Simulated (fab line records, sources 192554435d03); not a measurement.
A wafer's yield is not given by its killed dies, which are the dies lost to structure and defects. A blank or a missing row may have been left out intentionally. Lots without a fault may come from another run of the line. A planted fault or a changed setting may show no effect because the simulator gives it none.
Which tool is to blame? ; flow n5_finfet ; 11 lots with 33 wafers sampled at 5 steps, on a route of 1938 steps

WHAT THE GAUGES SHOWED, per wafer
Not one reading of a measure or inspect step in the record can be checked against a usual standard deviation.

TOOL THAT RAN EACH LOT (tool first, then ch and the chambers of the sampled wafers, then the start)
lot;N5_HKMG_FIN_PWFM_ALD_03;N5_HKMG_FIN_DESCUM_17;N5_HKMG_FIN_ETCH_35;N5_HKMG_FIN_NWFM_ALD_20;N5_PASSIVATION_PROBE_49
L464;ald_metal-04 ch 0,1,3, day 4 01:29;rie_diel-02 ch 1,2,3, day 4 02:44;rie_diel-02 ch 1,2,3, day 4 03:02;ald_metal-01 ch 0,2,3, day 4 04:41;prober-02, day 12 08:39
L465;ald_metal-04 ch 0,2,3, day 4 11:31;rie_diel-02 ch 1,2,3, day 4 12:19;rie_diel-02 ch 1,2,3, day 4 12:37;ald_metal-04 ch 0,3, day 4 14:17;prober-02, day 12 13:36
L466;ald_metal-02 ch 0,2,3, day 4 23:41;rie_diel-03 ch 0,1,3, day 5 00:36;rie_diel-03 ch 0,1,3, day 5 00:55;ald_metal-04 ch 0,1,3, day 5 02:34;prober-01, day 12 22:04
L469;ald_metal-04 ch 0,1,2, day 5 12:12;rie_diel-03 ch 1,2, day 5 13:05;rie_diel-03 ch 1,2, day 5 13:23;ald_metal-02 ch 1,2,3, day 5 15:10;prober-01, day 14 01:18
L474;ald_metal-01 ch 0,1,2, day 6 17:37;rie_diel-02 ch 0,1,3, day 6 18:49;rie_diel-02 ch 0,1,3, day 6 19:07;ald_metal-04 ch 0,2,3, day 6 20:55;prober-02, day 15 05:49
L475;ald_metal-01 ch 0,2,3, day 6 22:54;rie_diel-03 ch 0,1, day 6 23:50;rie_diel-03 ch 0,1, day 7 00:08;ald_metal-02 ch 0,2, day 7 01:47;prober-02, day 15 16:49
L477;ald_metal-04 ch 1,2, day 7 14:12;rie_diel-03 ch 0,1, day 7 15:27;rie_diel-03 ch 0,1, day 7 15:45;ald_metal-01 ch 0,1,2, day 7 17:29;prober-01, day 16 09:27
L482;ald_metal-01 ch 1,2,3, day 8 17:15;rie_diel-02 ch 0,1,3, day 8 18:03;rie_diel-02 ch 0,1,3, day 8 18:21;ald_metal-04 ch 1,2,3, day 8 20:00;prober-01, day 17 05:26
L484;ald_metal-04 ch 0,1,3, day 9 01:24;rie_diel-02 ch 0,2,3, day 9 02:45;rie_diel-02 ch 0,2,3, day 9 03:03;ald_metal-02 ch 0,1, day 9 04:44;prober-02, day 18 01:34
L485;ald_metal-02 ch 1,2, day 9 09:44;rie_diel-04 ch 0,1,2, day 9 10:40;rie_diel-04 ch 0,1,2, day 9 10:58;ald_metal-01 ch 0,2,3, day 9 12:37;prober-01, day 17 19:25
L486;ald_metal-04 ch 0,3, day 9 20:48;rie_diel-02 ch 0,2,3, day 9 21:44;rie_diel-02 ch 0,2,3, day 9 22:02;ald_metal-01 ch 1,2,3, day 9 23:43;prober-02, day 18 11:43
- N5_HKMG_FIN_PWFM_ALD_03: deposits TiN, target thk 2 nm, pulse time 1 s, purge time 3 s.
- N5_HKMG_FIN_DESCUM_17: chemistry O2, time 7.9 s.
- N5_HKMG_FIN_ETCH_35: etches SOC in N2/H2, target depth 215.8 nm, time 243.4 s.
- N5_HKMG_FIN_NWFM_ALD_20: deposits TiAlC, target thk 2 nm, pulse time 3 s, purge time 2 s.
- N5_PASSIVATION_PROBE_49

AS READ BY THE TOOLS THEMSELVES (means over the sampled wafers that have a number; for cases with no such wafer, the mark the record gives instead)
N5_HKMG_FIN_PWFM_ALD_03. Usual: heater_power_w 839 W, standard deviation 73; precursor_pulse_height_rel 0.999, standard deviation 0.019.
lot;tool;heater_power_w (W);precursor_pulse_height_rel;flag
L464;ald_metal-04;877;1.010;
L465;ald_metal-04;795;1.008;
L466;ald_metal-02;854;0.982;
L469;ald_metal-04;885;1.021;
L474;ald_metal-01;866;0.989;
L475;ald_metal-01;826;0.993;
L477;ald_metal-04;791;0.988;
L482;ald_metal-01;854;1.006;
L484;ald_metal-04;869;0.992;
L485;ald_metal-02;873;0.983;
L486;ald_metal-04;799;0.986;

N5_HKMG_FIN_DESCUM_17. Usual: drypump_motor_current_A 5.6 A, standard deviation 0.41; oes_product_au 0.77 a.u., standard deviation 0.075; rf_vpp_V 243.2 V, standard deviation 1.4; showerhead_plenum_p_Torr 2.10 Torr, standard deviation 0.063; throttle_valve_pct 20.38 %, standard deviation 0.21.
lot;tool;drypump_motor_current_A (A);oes_product_au (a.u.);rf_vpp_V (V);showerhead_plenum_p_Torr (Torr);throttle_valve_pct (%);flag
L464;rie_diel-02;5.7;0.74;243.4;2.15;20.46;
L465;rie_diel-02;5.7;0.74;244.5;2.15;20.46;
L466;rie_diel-03;5.5;0.78;242.5;2.07;20.32;
L469;rie_diel-03;5.3;0.86;244.4;2.12;20.15;
L474;rie_diel-02;5.7;0.73;242.5;2.08;20.35;
L475;rie_diel-03;5.4;0.82;243.2;2.11;20.19;
L477;rie_diel-03;5.5;0.77;243.6;2.09;20.22;
L482;rie_diel-02;5.7;0.72;242.8;2.07;20.36;
L484;rie_diel-02;5.4;0.72;242.9;2.08;20.55;
L485;rie_diel-04;6.2;0.88;242.1;2.09;20.38;
L486;rie_diel-02;5.4;0.72;243.1;2.08;20.56;

N5_HKMG_FIN_ETCH_35. Usual: drypump_motor_current_A 5.6 A, standard deviation 0.41; oes_product_au 0.77 a.u., standard deviation 0.075; rf_vpp_V 141.6 V, standard deviation 1.1; run_length_s 266.7 s, standard deviation 0.47; showerhead_plenum_p_Torr 2.55 Torr, standard deviation 0.083; throttle_valve_pct 17.82 %, standard deviation 0.27.
lot;tool;drypump_motor_current_A (A);oes_product_au (a.u.);rf_vpp_V (V);run_length_s (s);showerhead_plenum_p_Torr (Torr);throttle_valve_pct (%);flag
L464;rie_diel-02;5.7;0.75;141.8;266.6;2.62;17.99;
L465;rie_diel-02;5.7;0.74;142.8;266.7;2.61;17.99;
L466;rie_diel-03;5.5;0.79;141.5;266.5;2.51;17.79;
L469;rie_diel-03;5.3;0.86;141.9;266.9;2.59;17.50;
L474;rie_diel-02;5.7;0.73;141.6;266.6;2.52;17.77;
L475;rie_diel-03;5.4;0.81;141.9;236.7;2.57;17.65;OFF
L477;rie_diel-03;5.5;0.78;141.6;206.5;2.56;17.81;OFF
L482;rie_diel-02;5.7;0.73;141.9;266.4;2.52;17.79;
L484;rie_diel-02;5.4;0.72;140.8;266.7;2.52;17.95;
L485;rie_diel-04;6.2;0.87;141.7;267.2;2.55;17.75;
L486;rie_diel-02;5.4;0.71;141.3;266.9;2.52;17.96;

N5_HKMG_FIN_NWFM_ALD_20. Usual: heater_power_w 473 W, standard deviation 42; precursor_pulse_height_rel 0.998, standard deviation 0.02.
lot;tool;heater_power_w (W);precursor_pulse_height_rel;flag
L464;ald_metal-01;452;0.998;
L465;ald_metal-04;483;1.006;
L466;ald_metal-04;488;1.008;
L469;ald_metal-02;480;0.998;
L474;ald_metal-04;441;0.969;
L475;ald_metal-02;480;0.994;
L477;ald_metal-01;480;0.987;
L482;ald_metal-04;448;1.016;
L484;ald_metal-02;480;1.006;
L485;ald_metal-01;456;0.991;
L486;ald_metal-01;480;1.015;

N5_PASSIVATION_PROBE_49. Usual: killed_at_M0_to_M3 37, standard deviation 12; killed_at_M4_up 14, standard deviation 5.3; killed_at_contacts 12, standard deviation 6.2; killed_at_front_end 41, standard deviation 11; killed_at_other 3.7, standard deviation 2.9; killed_dies 107, standard deviation 17; killed_open 71, standard deviation 12; killed_short 34, standard deviation 7.9.
lot;tool;killed_at_M0_to_M3;killed_at_M4_up;killed_at_contacts;killed_at_front_end;killed_at_other;killed_dies;killed_open;killed_short;flag
L464;prober-02;34;10;23;36;1.3;105;69;34;
L465;prober-02;42;8;12;36;4.3;102;67;32;
L466;prober-01;37;10;16;27;4.7;95;65;29;
L469;prober-01;31;9;14;46;2.0;102;63;36;
L474;prober-02;39;16;14;42;4.7;115;76;37;
L475;prober-02;41;13;16;37;4.0;111;71;37;
L477;prober-01;24;17;5;45;5.3;97;67;26;
L482;prober-01;35;9;20;37;6.0;107;74;33;
L484;prober-02;26;14;7;44;8.0;99;66;32;
L485;prober-01;43;13;12;41;2.0;111;69;40;
L486;prober-02;33;9;10;44;4.7;100;66;30;

THE ANSWER, worked out from the rows above alone
Rule: a lot is off if the mean of its wafers that have a number lies more than 3 standard deviations from the usual mean. A lot without any number at a reading at which 4 lots or more have one is off too. All remaining lots with rows at the step are treated as sound. The gauges are gone through in route order, then the tools' own readings, and for those a lot's mean is taken as printed above. The first step at which some lot is off is used, and at that step the reading that is off furthest; a lot without a number counts as furthest.
Off, at N5_HKMG_FIN_ETCH_35 on run_length_s: L475, L477.
If a tool, at that step or one of the process steps before it, ran each lot that is off and ran no sound lot following the first of them, it fits. One fits: N5_HKMG_FIN_DESCUM_17 and N5_HKMG_FIN_ETCH_35 on rie_diel-03. At N5_HKMG_FIN_DESCUM_17 its last sound lot is L469 (day 5 13:05), its first lot that is off L475 (day 6 23:50): a fault that began between those two fits.

WHAT THE SIMULATOR PUT IN
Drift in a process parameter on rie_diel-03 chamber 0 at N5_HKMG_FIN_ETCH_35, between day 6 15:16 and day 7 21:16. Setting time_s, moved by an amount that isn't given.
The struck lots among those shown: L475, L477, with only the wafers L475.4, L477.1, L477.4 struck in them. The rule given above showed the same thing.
